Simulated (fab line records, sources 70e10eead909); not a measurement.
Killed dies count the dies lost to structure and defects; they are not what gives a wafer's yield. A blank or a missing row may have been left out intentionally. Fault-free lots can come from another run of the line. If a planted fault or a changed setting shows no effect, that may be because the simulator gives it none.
Which tool did it? | flow nand_harc | 11 lots, 33 wafers sampled, at 5 steps of a route of 1302

WHAT EACH GAUGE READ, for each wafer
NHARC_END_SORT_01.
lot  | measured     | on        | defect_limited_yield (%) | killed_at_array | killed_at_other | killed_at_periphery | killed_dies | killed_open | killed_short
L332 | day 27 20:20 | prober-02 | 79 83 83                 | 138 111 113     | 1 1 0           | 5 1 2               | 144 113 115 | 2 1 0       | 5 1 3
L336 | day 28 22:23 | prober-02 | 95 96 94                 | 29 26 37        | 3 0 0           | 1 1 2               | 33 27 39    | 2 1 3       | 2 2 5
L340 | day 31 19:34 | prober-02 | 0 0 0                    | 674 669 674     | 2 4 0           | 1 4 3               | 677 677 677 | 1 2 2       | 2 2 1
L341 | day 32 08:10 | prober-02 | 0 0 0                    | 673 673 672     | 0 0 0           | 4 4 5               | 677 677 677 | 6 1 2       | 1 4 5
L342 | day 32 05:50 | prober-01 | 0 0 0                    | 673 674 674     | 0 1 0           | 4 2 3               | 677 677 677 | 1 0 2       | 2 1 0

WHICH TOOL RAN EACH LOT (tool, then ch and the chambers of the sampled wafers, then the start)
lot  | NHARC_A_M1_ETCH_35                 | NHARC_A_M1_ETCH_28                            | NHARC_A_M1_DEP_33               | NHARC_A_BONDPAD_DEP_00
L324 | rie_diel-08 ch 1,2, day 23 02:38   | rie_diel-04 ch 0,2, day 23 05:25 or earlier   | pecvd-01 ch 0,2, day 23 05:25   | pecvd-02 ch 0,1, day 23 05:59
L326 | rie_diel-01 ch 0,1, day 23 13:49   | rie_diel-04 ch 0,1,3, day 23 16:29 or earlier | pecvd-03 ch 0,1,2, day 23 16:29 | pecvd-02 ch 0,1, day 23 17:04
L327 | rie_diel-01 ch 0,2,3, day 24 03:08 | rie_diel-04 ch 0,1,3, day 24 05:50 or earlier | pecvd-01 ch 0,1,2, day 24 05:50 | pecvd-02 ch 0,2, day 24 06:31
L329 | rie_diel-04 ch 0,2,3, day 24 16:49 | rie_diel-08 ch 0,2,3, day 24 19:33 or earlier | pecvd-01 ch 0,2, day 24 19:33   | pecvd-02 ch 0,1,2, day 24 20:07
L332 | rie_diel-01 ch 0,2, day 26 09:41   | rie_diel-08 ch 0,1, day 26 12:24 or earlier   | pecvd-03 ch 1,2, day 26 12:24   | pecvd-01 ch 0,1,2, day 26 12:52
L336 | rie_diel-04 ch 0,1,2, day 27 07:43 | rie_diel-01 ch 0,2, day 27 10:24 or earlier   | pecvd-03 ch 0,2, day 27 10:24   | pecvd-01 ch 0,1,2, day 27 11:00
L335 | rie_diel-04 ch 0,1,3, day 27 08:17 | rie_diel-08 ch 0,2,3, day 27 10:55 or earlier | pecvd-03 ch 0,1,2, day 27 10:55 | pecvd-02 ch 0,2, day 27 11:28
L340 | rie_diel-08 ch 1,3, day 30 05:56   | rie_diel-01 ch 1,3, day 30 08:37 or earlier   | pecvd-01 ch 0,2, day 30 08:37   | pecvd-03 ch 0,1, day 30 09:10
L341 | rie_diel-01 ch 0,1,3, day 30 18:04 | rie_diel-08 ch 2,3, day 30 20:50 or earlier   | pecvd-04 ch 0,1,2, day 30 20:50 | pecvd-02 ch 0,1,2, day 30 21:24
L342 | rie_diel-01 ch 0,3, day 30 21:20   | rie_diel-08 ch 1,2, day 30 23:59 or earlier   | pecvd-03 ch 0,1, day 30 23:59   | pecvd-02 ch 0,2, day 31 00:57
L347 | rie_diel-04 ch 0,1,3, day 31 22:32 | rie_diel-04 ch 0,2,3, day 32 01:11 or earlier | pecvd-03 ch 0,1,2, day 32 01:11 | pecvd-01 ch 1,2, day 32 01:44
- NHARC_A_M1_ETCH_35: etches the open film in N2/H2, target depth 40 nm, overetch 12 nm, time 43.94 s.
- NHARC_A_M1_ETCH_28: etches the open film in CF4/N2, target depth 30 nm, time 72.99 s.
- NHARC_A_M1_DEP_33: deposits SiCN, target thk 30 nm.
- NHARC_A_BONDPAD_DEP_00: deposits SiCN, target thk 250 nm.

WHAT THE TOOLS THEMSELVES READ (means of the sampled wafers that have a number; where no wafer has one, the mark that the record gives instead)
NHARC_A_M1_ETCH_35.
lot  | tool        | chamber_pressure_mTorr (mTorr) | drypump_motor_current_A (A) | oes_product_au (a.u.) | rf_vpp_V (V) | showerhead_plenum_p_Torr (Torr) | throttle_valve_pct (%)
L324 | rie_diel-08 | 30.020                         | 6.3                         | 1.008                 | 429.8        | 2.05                            | 14.171
L326 | rie_diel-01 | 30.009                         | 5.2                         | 0.993                 | 430.3        | 2.05                            | 14.180
L327 | rie_diel-01 | 29.998                         | 5.9                         | 1.003                 | 432.1        | 2.09                            | 14.164
L329 | rie_diel-04 | 30.000                         | 5.3                         | 1.008                 | 431.1        | 2.06                            | 14.175
L332 | rie_diel-01 | 30.006                         | 5.7                         | 1.004                 | 433.2        | 2.13                            | 14.166
L336 | rie_diel-04 | 29.994                         | 5.4                         | 1.001                 | 433.2        | 2.11                            | 14.172
L335 | rie_diel-04 | 29.991                         | 5.4                         | 1.009                 | 431.5        | 2.05                            | 14.172
L340 | rie_diel-08 | 29.993                         | 6.0                         | 1.004                 | 429.3        | 1.99                            | 14.174
L341 | rie_diel-01 | 30.008                         | 5.6                         | 1.003                 | 432.6        | 2.08                            | 14.174
L342 | rie_diel-01 | 30.005                         | 6.0                         | 1.008                 | 432.7        | 2.11                            | 14.179
L347 | rie_diel-04 | 30.017                         | 5.4                         | 0.995                 | 431.1        | 2.05                            | 14.185

NHARC_A_M1_ETCH_28.
lot  | tool        | chamber_pressure_mTorr (mTorr) | drypump_motor_current_A (A) | oes_product_au (a.u.) | rf_vpp_V (V) | showerhead_plenum_p_Torr (Torr) | throttle_valve_pct (%)
L324 | rie_diel-04 | 29.979                         | 5.1                         | 1.007                 | 314.8        | 2.65                            | 19.789
L326 | rie_diel-04 | 30.005                         | 5.4                         | 1.002                 | 313.7        | 2.64                            | 19.789
L327 | rie_diel-04 | 30.012                         | 5.4                         | 1.003                 | 313.8        | 2.64                            | 19.786
L329 | rie_diel-08 | 30.014                         | 6.1                         | 1.000                 | 316.9        | 2.75                            | 19.797
L332 | rie_diel-08 | 30.034                         | 5.7                         | 1.008                 | 316.0        | 2.70                            | 19.797
L336 | rie_diel-01 | 29.993                         | 5.7                         | 1.007                 | 316.0        | 2.73                            | 19.788
L335 | rie_diel-08 | 30.021                         | 6.1                         | 0.998                 | 316.6        | 2.75                            | 19.791
L340 | rie_diel-01 | 29.992                         | 5.8                         | 1.004                 | 314.1        | 2.63                            | 19.805
L341 | rie_diel-08 | 30.015                         | 6.5                         | 0.988                 | 315.8        | 2.71                            | 19.794
L342 | rie_diel-08 | 29.981                         | 6.3                         | 0.997                 | 314.5        | 2.63                            | 19.801
L347 | rie_diel-04 | 30.005                         | 5.3                         | 0.993                 | 314.0        | 2.64                            | 19.794

NHARC_A_M1_DEP_33.
lot  | tool     | chamber_pressure_Torr (Torr) | heater_power_outer_w (W) | heater_power_w (W)
L324 | pecvd-01 | 3.002                        | 318                      | 612
L326 | pecvd-03 | 3.000                        | 260                      | 465
L327 | pecvd-01 | 3.002                        | 296                      | 577
L329 | pecvd-01 | 2.999                        | 329                      | 627
L332 | pecvd-03 | 3.004                        | 235                      | 429
L336 | pecvd-03 | 3.008                        | 281                      | 482
L335 | pecvd-03 | 2.999                        | 298                      | 513
L340 | pecvd-01 | 2.999                        | 266                      | 530
L341 | pecvd-04 | 2.995                        | 333                      | 581
L342 | pecvd-03 | 2.997                        | 288                      | 503
L347 | pecvd-03 | 3.000                        | 291                      | 510

NHARC_A_BONDPAD_DEP_00.
lot  | tool     | chamber_pressure_Torr (Torr) | heater_power_outer_w (W) | heater_power_w (W)
L324 | pecvd-02 | 3.001                        | 348                      | 621
L326 | pecvd-02 | 2.999                        | 327                      | 623
L327 | pecvd-02 | 2.996                        | 338                      | 639
L329 | pecvd-02 | 3.004                        | 321                      | 608
L332 | pecvd-01 | 3.004                        | 313                      | 599
L336 | pecvd-01 | 2.997                        | 276                      | 542
L335 | pecvd-02 | 2.996                        | 345                      | 647
L340 | pecvd-03 | -                            | -                        | -
L341 | pecvd-02 | -                            | -                        | -
L342 | pecvd-02 | -                            | -                        | -
L347 | pecvd-01 | 2.992                        | 332                      | 618

THE ANSWER, worked out from the rows above alone
Rule: what is usual is taken from the lots themselves. Put in order of their means at a reading, lots are off if they are a third of the lots or fewer, leave a main group of 4 or more, and stand apart from it by a gap of 3 or more times the standard deviation of the main group's means; of several such gaps the widest counts. A main group is skipped when, at the precision printed for the reading in the tables above, its means are all equal. A lot without any number at a reading at which 4 lots or more have one is off too. Any other lot the step has rows for is counted as sound. First the gauges in route order, then the tools' own readings, where a lot's mean is used as printed above. At the first step where some lot is off, the reading lying furthest off is the one used; lots without a number count as furthest.
Off, at NHARC_A_BONDPAD_DEP_00 on chamber_pressure_Torr: L340, L341, L342. Without a number there: L340, L341, L342. Main group: mean 2.999 Torr, sd 0.0039.
A tool fits if, at that step or a process step before it, it ran every lot that is off, and no sound lot after the first of them. NHARC_A_M1_ETCH_28: start missing for some lots; hours and lot order therefore follow NHARC_A_M1_DEP_33. Not one of the candidates tried fits.

WHAT THE SIMULATOR PUT IN
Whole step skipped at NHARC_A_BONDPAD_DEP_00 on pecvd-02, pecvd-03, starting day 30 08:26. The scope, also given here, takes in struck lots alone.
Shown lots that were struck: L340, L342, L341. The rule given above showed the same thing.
